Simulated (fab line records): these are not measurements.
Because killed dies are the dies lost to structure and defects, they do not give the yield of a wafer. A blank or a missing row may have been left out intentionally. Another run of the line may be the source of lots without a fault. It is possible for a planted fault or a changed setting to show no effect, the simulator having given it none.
fab line records	flow n5Finfet
[record] lots = 10	wafers = 30	lastDay = 18
route steps=1938 shown BEOL_M4@1111 BEOL_M5@1169 PASSIVATION@1936
lots untouched by any fault: they come from a run of this same line in which no faults occurred
startH: hours from the record's opening day to when the first of the lot's shown wafers began	waitH: hours elapsed since this lot's preceding step	" identical to the entry in the row above	L1.1+2: a row that stands for several wafers	- no value, or no start given	* or withheld: withheld	< > ~ a bound
route shown NAME@n: a module of which the file shows steps, and the number in the route of the first	usual: mean/standard deviation of fault-free wafers	same: alike in all rows	chamber/n: place in a boat	sites: the reading at each site	_std_site: the standard deviation of these	_edge_site: inner sites' mean taken away from outer sites' mean	radiusMm: how far each site lies from the wafer's centre	mask NAME#n: copy n	behind: the most recent tool/chamber to have shaped the wafer	hold: the reason the lot was held/the length of the hold in hours/how it ended	device: transistor that didn't switch, given as n, p or np	end of line: the route-end tests of the same wafers	for a step that has no rows: nothing shown but its recipe	killed: count of dies lost to structure and defects at first sort (not the wafer's yield)	map: per-die view of a wafer (x killed, . not killed, _ where there is no die)
set.NAME: setting as actually run; set.NAME@STEP: the setting as run at that earlier step	model.NAME: the simulator's own value behind a step, which no gauge read
the route's steps for a sample of lots (tables are steps, rows are wafers)
services: a tool's chamber out of use, with start hour (startH, from the record's first day; less than 0 if before it), hours out, and reason
[[steps]]
[step N5_BEOL_M4_RC_MEAS_101]
[usual] DIBL_N = 37.1/1.8	DIBL_P = 37.2/2.1	IOFF_N = 0.17/0.033	IOFF_P = 0.22/0.037	ION_N = 680/11	ION_P = 464/7.7	SS_N = 71.7/0.63	SS_P = 73.6/0.67	VT_N = 248.9/2.9	VT_P = -251/3.6
lot.wafer	tool	chamber	startH	waitH	DIBL_N[mV/V]	DIBL_P[mV/V]	IOFF_N[nA/um]	IOFF_P[nA/um]	ION_N[uA/um]	ION_P[uA/um]	SS_N[mV/dec]	SS_P[mV/dec]	VT_N[mV]	VT_P[mV]
L257.2	prober-02	0	193.68	0.2	37.2	37.9	0.19	0.27	674	466	71.7	73.9	244.5	-245
L257.4	"	0	"	"	34.4	34.7	0.15	0.20	675	464	72.2	72.8	250.0	-248
L257.6	"	0	"	"	36.1	36.9	0.16	0.24	679	473	72.1	74.3	250.0	-245
L260.3	prober-02	0	202.24	0.3	36.0	36.5	0.17	0.24	691	468	71.0	73.2	248.1	-247
L260.4	"	0	"	"	37.9	39.2	0.21	0.29	684	471	71.7	74.4	245.2	-246
L260.5	"	0	"	"	35.0	35.4	0.15	0.21	684	469	70.8	73.2	249.1	-249
L265.1	prober-01	0	235.29	0.0	35.6	35.8	0.15	0.20	675	466	71.2	73.9	249.1	-251
L265.2	"	0	"	"	38.3	37.0	0.19	0.23	691	470	71.7	73.9	249.9	-249
L265.4	"	0	"	"	34.8	34.9	0.14	0.19	678	464	70.5	72.2	250.8	-254
L266.1	prober-02	0	235.71	0.0	35.7	37.0	0.14	0.18	663	455	72.0	73.9	250.1	-254
L266.2	"	0	"	"	38.2	41.7	0.21	0.25	690	469	71.6	75.1	245.4	-252
L266.6	"	0	"	"	34.0	35.3	0.13	0.17	665	462	70.7	73.4	251.2	-255
L267.2	prober-01	0	240.99	0.2	38.3	38.8	0.17	0.24	671	463	71.8	75.1	250.1	-246
L267.3	"	0	"	"	37.0	36.4	0.16	0.21	691	468	71.1	73.4	248.5	-252
L267.6	"	0	"	"	35.7	34.3	0.14	0.17	672	457	71.4	72.9	251.5	-251
L268.1	prober-02	0	259.07	0.0	39.2	40.1	0.20	0.23	673	452	72.7	74.4	249.5	-252
L268.3	"	0	"	"	37.0	38.1	0.16	0.19	679	458	71.3	74.2	249.1	-253
L268.6	"	0	"	"	38.2	39.8	0.20	0.23	686	465	72.0	74.5	248.2	-250
L271.2	prober-02	0	281.90	0.2	38.3	39.1	0.20	0.21	682	458	72.4	73.3	247.9	-251
L271.3	"	0	"	"	40.4	40.5	0.23	0.25	686	463	72.7	74.5	246.6	-248
L271.4	"	0	"	"	36.9	39.4	0.18	0.22	683	467	71.5	73.8	246.6	-250
L276.1	prober-02	0	313.82	0.0	35.7	35.8	0.15	0.21	669	465	71.6	73.1	250.2	-251
L276.2	"	0	"	"	35.8	34.0	0.15	0.19	673	461	72.0	72.5	251.8	-252
L276.5	"	0	"	"	37.6	37.0	0.17	0.22	674	468	72.0	73.2	251.1	-249
L278.2	prober-02	0	322.86	0.2	39.5	39.0	0.18	0.24	664	463	71.9	73.9	249.3	-248
L278.3	"	0	"	"	40.7	38.9	0.21	0.24	678	461	73.2	74.5	247.9	-247
L278.4	"	0	"	"	37.4	35.8	0.16	0.20	680	461	71.3	73.8	250.8	-250
L279.2	prober-02	0	325.78	0.2	40.8	40.8	0.27	0.34	703	477	73.1	74.0	242.1	-241
L279.4	"	0	"	"	35.2	34.0	0.13	0.20	677	463	72.0	72.0	251.3	-248
L279.5	"	0	"	"	37.1	36.9	0.18	0.25	679	467	71.7	73.6	248.0	-244
[step N5_BEOL_M5_CURE_80]
[recipe] tempC = 370	timeS = 120	ambient = DMADMS/He	material = SiCOH_lowk
[usual] lampPowerPct = 52.31/0.05	wafer_temp_C_max = 371.6/0.42
lot.wafer	tool	chamber	startH	waitH	lampPowerPct	wafer_temp_C_max
L257.2	uvCure-01	0	199.15	0.1	52.41	371.8
L257.4	"	0	"	"	52.33	371.9
L257.6	"	0	"	"	52.28	371.9
L260.3	uvCure-01	2	207.19	0.1	52.40	371.5
L260.4	"	2	"	"	52.27	371.1
L260.5	"	2	"	"	52.31	371.1
L266.1	uvCure-01	0	245.91	0.0	52.34	371.6
L266.2	"	0	"	"	52.32	371.6
L266.6	"	0	"	"	52.37	371.5
L265.1	uvCure-01	1	246.21	0.2	52.35	371.0
L265.2	"	1	"	"	52.33	371.5
L265.4	"	1	"	"	52.25	371.2
L267.2	uvCure-02	0	246.88	0.1	52.30	371.4
L267.3	"	0	"	"	52.36	371.0
L267.6	"	0	"	"	52.26	371.2
L268.1	uvCure-01	2	264.89	0.0	52.28	371.3
L268.3	"	2	"	"	52.34	370.9
L268.6	"	2	"	"	52.33	371.0
L271.2	uvCure-03	0	289.41	0.1	52.37	370.7
L271.3	"	0	"	"	52.26	371.4
L271.4	"	0	"	"	52.31	371.1
L276.1	uvCure-02	0	321.26	0.0	52.22	371.6
L276.2	"	0	"	"	52.35	371.9
L276.5	"	0	"	"	52.40	371.9
L279.2	uvCure-03	1	330.54	0.1	52.33	372.3
L279.4	"	1	"	"	52.32	372.8
L279.5	"	1	"	"	52.35	371.9
L278.2	uvCure-01	0	330.81	0.1	52.33	371.9
L278.3	"	0	"	"	52.40	371.8
L278.4	"	0	"	"	52.37	371.1
[step N5_BEOL_M5_ALD_86]
[recipe] material = TaN	targetThkA = *	tempC = 275	aldPrecursorFamily = PDMAT	aldCoReactant = NH3	pressureTorr = 3	carrierFlowSccm = 1500	pulseTimeS = 2	purgeTimeS = 3	coReactantPurgeTimeS = 2	coReactantPulseTimeS = 3	aldCycles = 30	precursorVesselTempC = 75	precursorVesselPressureTorr = 26.25	precursorVesselCarrierSccm = 1000
[usual] aldCycles = 30/0	chamberPressureTorr = 3.000/0.0064	heaterPowerW = 414/39	pulseTimeS = 2/0
lot.wafer	tool	chamber	startH	waitH	aldCycles	chamberPressureTorr	heaterPowerW	pulseTimeS
L257.2	aldMetal-03	1	201.13	0.1	30	3.005	376	2
L257.4	"	0	"	"	30	3.003	408	2
L257.6	"	0	"	"	30	3.002	398	2
L260.3	aldMetal-02	3	207.57	0.1	30	2.994	407	2
L260.4	"	1	"	"	30	2.999	395	2
L260.5	"	3	"	"	30	2.991	405	2
L266.1	aldMetal-03	0	246.33	0.0	30	2.994	399	2
L266.2	"	1	"	"	30	3.004	381	2
L266.6	"	3	"	"	30	2.993	417	2
L265.1	aldMetal-03	3	246.64	0.0	30	3.012	411	2
L265.2	"	1	"	"	30	2.990	370	2
L265.4	"	2	"	"	30	2.995	397	2
L267.2	aldMetal-03	1	251.55	0.2	-	-	-	-
L267.3	"	0	"	"	-	-	-	-
L267.6	"	2	"	"	-	-	-	-
L268.1	aldMetal-02	0	266.47	0.1	-	-	-	-
L268.3	"	1	"	"	-	-	-	-
L268.6	"	1	"	"	-	-	-	-
L271.2	aldMetal-03	0	289.94	0.0	30	3.007	400	2
L271.3	"	2	"	"	30	2.998	403	2
L271.4	"	1	"	"	30	2.997	382	2
L276.1	aldMetal-02	2	321.96	0.0	30	3.004	450	2
L276.2	"	3	"	"	30	2.992	414	2
L276.5	"	1	"	"	30	2.999	409	2
L279.2	aldMetal-03	1	331.14	0.0	30	3.004	383	2
L279.4	"	3	"	"	30	3.014	408	2
L279.5	"	3	"	"	30	3.004	416	2
L278.2	aldMetal-02	1	331.34	0.0	30	3.001	398	2
L278.3	"	2	"	"	30	3.007	456	2
L278.4	"	3	"	"	30	2.991	400	2
[step N5_BEOL_M5_SURFACE_TREAT_87]
[recipe] gas = Ar	timeS = *	ionEnergyEv = *	ionCurrentMaCm2 = 0.5	pressureMtorr = *	arFlowSccm = 30
[usual] arFlowSccm = 29.99/0.089	throttleValvePct = *
lot.wafer	tool	chamber	startH	waitH	arFlowSccm	throttleValvePct
L257.2	pvdSputter-03	-	201.49	0.3	29.83	*
L257.4	"	-	"	"	29.81	*
L257.6	"	-	"	"	29.90	*
L260.3	pvdSputter-03	-	207.87	0.2	30.10	*
L260.4	"	-	"	"	29.95	*
L260.5	"	-	"	"	30.01	*
L266.1	pvdSputter-03	-	246.57	0.1	30.01	*
L266.2	"	-	"	"	30.13	*
L266.6	"	-	"	"	30.16	*
L265.1	pvdSputter-03	-	246.93	0.2	30.05	*
L265.2	"	-	"	"	30.05	*
L265.4	"	-	"	"	29.80	*
L267.2	pvdSputter-03	-	251.80	0.1	30.00	*
L267.3	"	-	"	"	30.13	*
L267.6	"	-	"	"	30.05	*
L268.1	pvdSputter-01	-	266.73	0.2	29.97	*
L268.3	"	-	"	"	29.92	*
L268.6	"	-	"	"	29.92	*
L271.2	pvdSputter-01	-	290.28	0.2	30.03	*
L271.3	"	-	"	"	30.12	*
L271.4	"	-	"	"	30.03	*
L276.1	pvdSputter-02	-	322.28	0.2	29.95	*
L276.2	"	-	"	"	29.85	*
L276.5	"	-	"	"	30.03	*
L279.2	pvdSputter-01	-	331.37	0.1	29.85	*
L279.4	"	-	"	"	30.02	*
L279.5	"	-	"	"	30.07	*
L278.2	pvdSputter-01	-	331.58	0.1	30.03	*
L278.3	"	-	"	"	29.93	*
L278.4	"	-	"	"	30.03	*
[step N5_BEOL_M5_SPUTTER_48]
[recipe] material = Cu	targetThkA = 150	tempC = -20	chamberPressurePa = 0.07	powerW = withheld	timeS = 27.62
[usual] chamberPressurePa = 0.07/0.00013	throttleValvePct = 29.6/0.94
lot.wafer	tool	chamber	startH	waitH	chamberPressurePa	throttleValvePct
L257.2	pvdSputter-03	-	201.97	0.1	0.07	30.2
L257.4	"	-	"	"	0.0701	29.6
L257.6	"	-	"	"	0.06973	28.7
L260.3	pvdSputter-03	-	208.31	0.3	0.06979	28.4
L260.4	"	-	"	"	0.06973	30.2
L260.5	"	-	"	"	0.07001	30.1
L266.1	pvdSputter-02	-	246.84	0.1	0.07013	27.9
L266.2	"	-	"	"	0.07	29.7
L266.6	"	-	"	"	0.07012	30.1
L265.1	pvdSputter-03	-	247.21	0.1	0.06986	28.9
L265.2	"	-	"	"	0.06989	30.3
L265.4	"	-	"	"	0.06986	29.8
L267.2	pvdSputter-02	-	252.05	0.1	0.06993	29.0
L267.3	"	-	"	"	0.07007	28.1
L267.6	"	-	"	"	0.06979	28.0
L268.1	pvdSputter-03	-	267.01	0.1	0.06999	28.9
L268.3	"	-	"	"	0.07008	30.0
L268.6	"	-	"	"	0.07002	28.5
L271.2	pvdSputter-01	-	290.68	0.3	0.06987	30.4
L271.3	"	-	"	"	0.0702	29.5
L271.4	"	-	"	"	0.07026	31.8
L276.1	pvdSputter-01	-	322.54	0.1	0.06971	29.3
L276.2	"	-	"	"	0.07004	30.3
L276.5	"	-	"	"	0.06999	30.8
L279.2	pvdSputter-01	-	331.62	0.1	0.07016	30.7
L279.4	"	-	"	"	0.07011	30.4
L279.5	"	-	"	"	0.07005	29.2
L278.2	pvdSputter-02	-	331.89	0.2	0.07011	29.0
L278.3	"	-	"	"	0.06994	28.7
L278.4	"	-	"	"	0.0699	29.8
[step N5_PASSIVATION_PROBE_49]
[usual] defectLimitedYield = 91.7/1.5	killed_at_M0_to_M3 = 32/10	killed_at_M4_up = 14/5.3	killedAtContacts = 13/5.7	killedAtFrontEnd = 37/10	killedAtOther = 3.3/2.5	killedDies = 98/18	killedOnRim = 13/3.6	killedOpen = 65/13	killedShort = 31/7.5	sort_bin_4_leakage = 0.00/0.0099	sort_bin_5_function = 4.9/0.91	sort_bin_6_memory = 3.1/0.71	sortNPass = 1082/18	sortYieldPct = 91.7/1.5
[same] grossDies = 1180	killedAtBackSide = 0	sort_bin_8_speed[%] = 0
lot.wafer	tool	chamber	startH	waitH	defectLimitedYield[%]	killed_at_M0_to_M3	killed_at_M4_up	killedAtContacts	killedAtFrontEnd	killedAtOther	killedDies	killedOnRim	killedOpen	killedShort	sort_bin_4_leakage[%]	sort_bin_5_function[%]	sort_bin_6_memory[%]	sortNPass	sortYieldPct[%]
L257.2	prober-02	-	301.95	0.1	94.3	15	19	6	25	2	67	7	44	22	0	3.2	2.4	1113	94.3
L257.4	prober-02	-	302.05	0.2	92.2	17	14	4	46	11	92	12	68	23	0	4.7	3.0	1088	92.2
L257.6	prober-02	-	302.15	0.3	92.5	21	14	12	38	4	89	13	59	30	0	4.5	2.9	1091	92.5
L260.3	prober-01	-	322.60	0.1	92.6	33	10	6	36	2	87	8	59	28	0	4.2	3.0	1093	92.6
L260.4	prober-01	-	322.65	0.2	92.0	28	17	16	32	1	94	13	69	22	0	4.3	3.5	1086	92.0
L260.5	prober-01	-	322.70	0.2	90.8	43	9	13	44	0	109	14	81	27	0	5.3	4.0	1071	90.8
L266.1	prober-02	-	337.00	0.0	91.7	35	8	16	38	1	98	14	72	25	0	4.7	3.3	1082	91.7
L266.2	prober-02	-	337.05	0.1	88.0	51	23	30	36	2	142	14	96	44	0	6.1	5.8	1038	88.0
L266.6	prober-02	-	337.25	0.3	90.5	33	10	28	36	5	112	20	76	31	0	5.5	3.2	1068	90.5
L265.1	prober-01	-	342.09	0.0	91.5	23	8	14	50	5	100	14	52	47	0	4.8	3.1	1080	91.5
L265.2	prober-01	-	342.14	0.1	89.8	38	14	13	53	2	120	16	71	47	0	6.1	3.6	1060	89.8
L265.4	prober-01	-	342.24	0.2	92.2	27	10	10	43	2	92	9	65	27	0	5.2	2.4	1088	92.2
L267.2	prober-01	-	342.45	0.1	0	37	1098	13	25	7	1180	152	59	37	91.53	6.0	2.0	0	0
L267.3	prober-01	-	342.50	0.1	0	29	1092	12	42	5	1180	152	58	37	91.69	4.7	3.1	0	0
L267.6	prober-01	-	342.65	0.3	0	27	1111	21	16	5	1180	152	61	23	92.88	4.0	2.9	0	0
L268.1	prober-02	-	360.48	0.0	0	39	1065	22	50	4	1180	152	79	46	88.90	6.4	3.7	0	0
L268.3	prober-02	-	360.58	0.1	0	38	1082	14	45	1	1180	152	76	32	90.42	5.8	3.4	0	0
L268.6	prober-02	-	360.73	0.3	0	37	1097	19	24	3	1180	152	66	29	91.78	4.8	3.2	0	0
// killed by level:class
L257.2 BEOL_M5:geometricParticle:open=9 STI_FIN_REVEAL:geometricParticle:open=8 GATE_CUT:geometricParticle:short=6 BEOL_M0_SAQP:geometricParticle:short=6 GATE_CUT:geometricParticle:open=5 MOL_CONTACT_COAG:geometricParticle:open=4 BEOL_M3:geometricParticle:open=4 DUMMY_GATE:geometricParticle:open=3
L257.4 STI_FIN_REVEAL:geometricParticle:open=20 DUMMY_GATE:geometricParticle:open=5 BEOL_M4:geometricParticle:open=5 MIM_TOP:geometricParticle:open=4 MOL_CONTACT_COAG:geometricParticle:open=4 BEOL_M0_SAQP:geometricParticle:short=4 BEOL_M3:geometricParticle:open=4 MIM_TOP:geometricParticle:short=4
L257.6 MOL_CONTACT_COAG:geometricParticle:open=12 GATE_CUT:geometricParticle:short=9 BEOL_M0_SAQP:geometricParticle:short=8 STI_FIN_REVEAL:geometricParticle:open=6 BEOL_M4:geometricParticle:open=6 STARTING-WAFER:geometricParticle:open=6 FIN_SAQP:geometricParticle:short=5 FIN_SAQP:geometricParticle:open=4
L260.3 BEOL_M2:geometricParticle:open=12 FIN_SAQP:geometricParticle:open=8 FIN_SAQP:geometricParticle:short=6 MOL_CONTACT_COAG:geometricParticle:open=6 BEOL_M1:geometricParticle:open=6 BEOL_M0_SAQP:geometricParticle:short=5 BEOL_M4:geometricParticle:open=5 DUMMY_GATE:geometricParticle:open=4
L260.4 MOL_CONTACT_COAG:geometricParticle:open=11 BEOL_M2:geometricParticle:open=10 BEOL_M4:geometricParticle:open=9 STI_FIN_REVEAL:geometricParticle:open=8 FIN_SAQP:geometricParticle:open=7 MOL_CONTACT_COAG:geometricParticle:short=5 BEOL_M0_SAQP:geometricParticle:open=5 BEOL_M1:geometricParticle:short=4
L260.5 FIN_SAQP:geometricParticle:open=17 BEOL_M1:geometricParticle:open=14 BEOL_M2:geometricParticle:open=11 MOL_CONTACT_COAG:geometricParticle:open=10 FIN_SAQP:geometricParticle:short=7 GATE_CUT:geometricParticle:open=6 BEOL_M2:geometricParticle:short=5 BEOL_M4:geometricParticle:open=5
L266.1 MOL_CONTACT_COAG:geometricParticle:open=11 STI_FIN_REVEAL:geometricParticle:open=9 DUMMY_GATE:geometricParticle:open=9 BEOL_M1:geometricParticle:open=8 BEOL_M2:geometricParticle:open=7 BEOL_M3:geometricParticle:open=6 FIN_SAQP:geometricParticle:open=5 MOL_CONTACT_COAG:geometricParticle:short=5
L266.2 MOL_CONTACT_COAG:geometricParticle:open=22 BEOL_M3:geometricParticle:open=17 BEOL_M4:geometricParticle:open=11 MOL_CONTACT_COAG:geometricParticle:short=8 BEOL_M1:geometricParticle:open=7 GATE_CUT:geometricParticle:short=7 BEOL_M0_SAQP:geometricParticle:short=6 BEOL_M2:geometricParticle:open=6
L266.6 MOL_CONTACT_COAG:geometricParticle:open=24 DUMMY_GATE:geometricParticle:open=7 BEOL_M4:geometricParticle:open=7 BEOL_M0:geometricParticle:open=6 BEOL_M1:geometricParticle:open=6 BEOL_M2:geometricParticle:open=6 BEOL_M0_SAQP:geometricParticle:short=5 BEOL_M3:geometricParticle:open=5
L265.1 FIN_SAQP:geometricParticle:short=12 MOL_CONTACT_COAG:geometricParticle:open=12 FIN_SAQP:geometricParticle:open=7 DUMMY_GATE:geometricParticle:open=7 STARTING-WAFER:geometricParticle:short=7 STI_FIN_REVEAL:geometricParticle:open=6 BEOL_M0_SAQP:geometricParticle:short=6 BEOL_M3:geometricParticle:short=5
L265.2 FIN_SAQP:geometricParticle:short=22 MOL_CONTACT_COAG:geometricParticle:open=12 BEOL_M0_SAQP:geometricParticle:open=10 BEOL_M0_SAQP:geometricParticle:short=9 FIN_SAQP:geometricParticle:open=7 STI_FIN_REVEAL:geometricParticle:open=6 BEOL_M1:geometricParticle:open=6 BEOL_M6:geometricParticle:open=6
L265.4 STI_FIN_REVEAL:geometricParticle:open=14 FIN_SAQP:geometricParticle:short=10 MOL_CONTACT_COAG:geometricParticle:open=10 FIN_SAQP:geometricParticle:open=6 BEOL_M0_SAQP:geometricParticle:short=6 BEOL_M0_SAQP:geometricParticle:open=6 BEOL_M1:geometricParticle:open=6 BEOL_M2:geometricParticle:open=3
L267.2 BEOL_M5:areaAld=1069 BEOL_M0_SAQP:geometricParticle:open=12 BEOL_M0_SAQP:geometricParticle:short=11 M5:areaAld=11 MOL_CONTACT_COAG:geometricParticle:open=10 DUMMY_GATE:geometricParticle:open=6 BEOL_M3:geometricParticle:open=6 BEOL_M4:geometricParticle:open=6
L267.3 BEOL_M5:areaAld=1074 FIN_SAQP:geometricParticle:open=12 BEOL_M0_SAQP:geometricParticle:short=11 MOL_CONTACT_COAG:geometricParticle:open=8 M5:areaAld=8 FIN_SAQP:geometricParticle:short=7 BEOL_M0_SAQP:geometricParticle:open=7 STI_FIN_REVEAL:geometricParticle:open=6
L267.6 BEOL_M5:areaAld=1089 MOL_CONTACT_COAG:geometricParticle:open=17 BEOL_M0_SAQP:geometricParticle:open=10 BEOL_M4:geometricParticle:open=10 BEOL_M0_SAQP:geometricParticle:short=8 M5:areaAld=7 MOL_CONTACT_COAG:geometricParticle:short=4 BEOL_M5:geometricParticle:open=4
L268.1 BEOL_M5:areaAld=1042 FIN_SAQP:geometricParticle:open=15 MOL_CONTACT_COAG:geometricParticle:open=13 MOL_CONTACT_COAG:geometricParticle:short=9 FIN_SAQP:geometricParticle:short=8 BEOL_M0_SAQP:geometricParticle:short=8 BEOL_M1:geometricParticle:open=7 M5:areaAld=7
L268.3 BEOL_M5:areaAld=1056 BEOL_M1:geometricParticle:open=14 FIN_SAQP:geometricParticle:open=12 MOL_CONTACT_COAG:geometricParticle:open=12 M5:areaAld=11 BEOL_M0_SAQP:geometricParticle:short=7 BEOL_M4:geometricParticle:open=7 DUMMY_GATE:geometricParticle:open=6
L268.6 BEOL_M5:areaAld=1072 MOL_CONTACT_COAG:geometricParticle:open=15 BEOL_M0_SAQP:geometricParticle:open=11 M5:areaAld=11 BEOL_M1:geometricParticle:open=10 FIN_SAQP:geometricParticle:open=7 BEOL_M0_SAQP:geometricParticle:short=7 FIN_SAQP:geometricParticle:short=5
[[services]]
tool	chamber	startH	hours	kind
aldMetal-02	-	189.77	3.0	repair
aldMetal-03	2	200.89	24.1	repair
uvCure-01	-	201.96	0.4	repair
aldMetal-02	3	221.47	8.5	repair
uvCure-01	-	250.88	7.5	pm
aldMetal-03	-	308.78	2.8	pm
aldMetal-02	1	309.81	-	calibration
uvCure-03	-	310.08	2.0	repair
aldMetal-03	-	314.77	14.6	pm
uvCure-03	-	316.30	7.5	pm
uvCure-02	-	317.76	1.0	pm
[[key]]
[firstSign] step = N5_BEOL_M5_ALD_86	reading = toolRecord	direction = missing
[effect] step = N5_PASSIVATION_PROBE_49	reading = sort_bin_4_leakage	direction = up	sigmas = 99+	usual = 0.00	struck = 91.20
[moreKillsBornAt] N5_BEOL_M5_ALD_86@aldMetal-03 = 3258	N5_BEOL_M5_ALD_86@aldMetal-02 = 3199
metAt N5_BEOL_M5_ALD_86
struckLots L267,L268
laterRowsLeftOut L267.2,L267.3,L267.6,L268.1,L268.3,L268.6
notActingAt N5_BEOL_M5_CURE_80,N5_BEOL_M5_SURFACE_TREAT_87,N5_BEOL_M5_SPUTTER_48
onsetBetween 246.64 251.55
[fault] kind = skippedStepWhole	tool = aldMetal-02,aldMetal-03	chamber = -	onsetH = 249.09	steps = N5_BEOL_M5_ALD_86	scope = struckLotsOnly
// laterRowsLeftOut: the simulator's readings of these wafers behind a module that went badly wrong aren't trusted and aren't shown, but for the sort
